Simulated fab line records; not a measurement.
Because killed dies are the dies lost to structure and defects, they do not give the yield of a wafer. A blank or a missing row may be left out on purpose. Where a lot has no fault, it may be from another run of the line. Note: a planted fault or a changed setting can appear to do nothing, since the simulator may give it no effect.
Which of the tools did it? / flow nandHarc / 18 wafers from 6 lots sampled at 5 of the route's 1302 steps

WHAT THE GAUGES SHOWED, per wafer
NHARC_END_SORT_01.
lot=L947; measured=day 27 21:34; on=prober-01; defectLimitedYield (%)=79 82 82
lot=L953; measured=day 30 10:13; on=prober-02; defectLimitedYield (%)=91 89 89

TOOL THAT RAN EACH LOT (tool first, then ch and the chambers of the sampled wafers, then the start)
lot=L941; NHARC_P_M2_PVD_20=pvdSputter-01, day 7 04:01; NHARC_THIN_TSV_ETCH_44=rieDiel-11 ch 1,2,3, day 24 09:02; NHARC_THIN_TSV_ANNEAL_52=rtpAnneal-01 ch 0, day 24 12:56; NHARC_THIN_TSV_ETCH_36=rieMetal-03 ch 0,1, day 24 15:22
lot=L945; NHARC_P_M2_PVD_20=pvdSputter-01, day 8 20:08; NHARC_THIN_TSV_ETCH_44=rieDiel-11 ch 1,3, day 26 22:38; NHARC_THIN_TSV_ANNEAL_52=rtpAnneal-01 ch 0, day 27 02:46; NHARC_THIN_TSV_ETCH_36=rieMetal-03 ch 0,1, day 27 05:13
lot=L947; NHARC_P_M2_PVD_20=pvdSputter-01, day 9 17:47; NHARC_THIN_TSV_ETCH_44=rieDiel-11 ch 1,2,3, day 27 03:14; NHARC_THIN_TSV_ANNEAL_52=rtpAnneal-02 ch 0, day 27 07:12; NHARC_THIN_TSV_ETCH_36=rieMetal-01 ch 0,1, day 27 09:41
lot=L949; NHARC_P_M2_PVD_20=pvdSputter-03, day 10 19:13; NHARC_THIN_TSV_ETCH_44=rieDiel-11 ch 1,2,3, day 28 04:35; NHARC_THIN_TSV_ANNEAL_52=rtpAnneal-01 ch 0, day 28 08:11; NHARC_THIN_TSV_ETCH_36=rieMetal-02 ch 0,1, day 28 10:34
lot=L953; NHARC_P_M2_PVD_20=pvdSputter-03, day 12 14:44; NHARC_THIN_TSV_ETCH_44=rieDiel-03 ch 1,2,3, day 29 17:05; NHARC_THIN_TSV_ANNEAL_52=rtpAnneal-01 ch 0, day 29 20:50; NHARC_THIN_TSV_ETCH_36=rieMetal-03 ch 0,1, day 29 23:11
lot=L958; NHARC_P_M2_PVD_20=pvdSputter-03, day 14 13:55; NHARC_THIN_TSV_ETCH_44=rieDiel-03 ch 0,1,3, day 32 06:14; NHARC_THIN_TSV_ANNEAL_52=rtpAnneal-01 ch 0, day 32 09:53; NHARC_THIN_TSV_ETCH_36=rieMetal-02 ch 0,1, day 32 12:23
- NHARC_P_M2_PVD_20: deposits TaN, target thk 5 nm, time 8.06 s.
- NHARC_THIN_TSV_ETCH_44: etches the open film in CF4/O2, target depth 1594.2 nm, time 797.1 s.
- NHARC_THIN_TSV_ANNEAL_52: time 90 s.
- NHARC_THIN_TSV_ETCH_36: etches the open film in Cl2/BCl3, target depth 65 nm, time 18.571 s.

THE ANSWER, worked out from the rows above alone
Rule: usual is defined by the lots themselves. The widest of any qualifying gaps counts: lots, ordered by their means at a reading, are off when they make up no more than a third of the lots, leave a main group of 4 or more, and stand apart from it by 3 or more times the standard deviation of that group's means. A main group whose means are all the same, to the digits that the tables above print for the reading, isn't used. A lot without any number at a reading at which 4 lots or more have one is off too. The other lots that the step has rows for count as sound.
No lot is off at any reading shown: from this, nothing can be told.

WHAT HAD BEEN PUT IN BY THE SIMULATOR
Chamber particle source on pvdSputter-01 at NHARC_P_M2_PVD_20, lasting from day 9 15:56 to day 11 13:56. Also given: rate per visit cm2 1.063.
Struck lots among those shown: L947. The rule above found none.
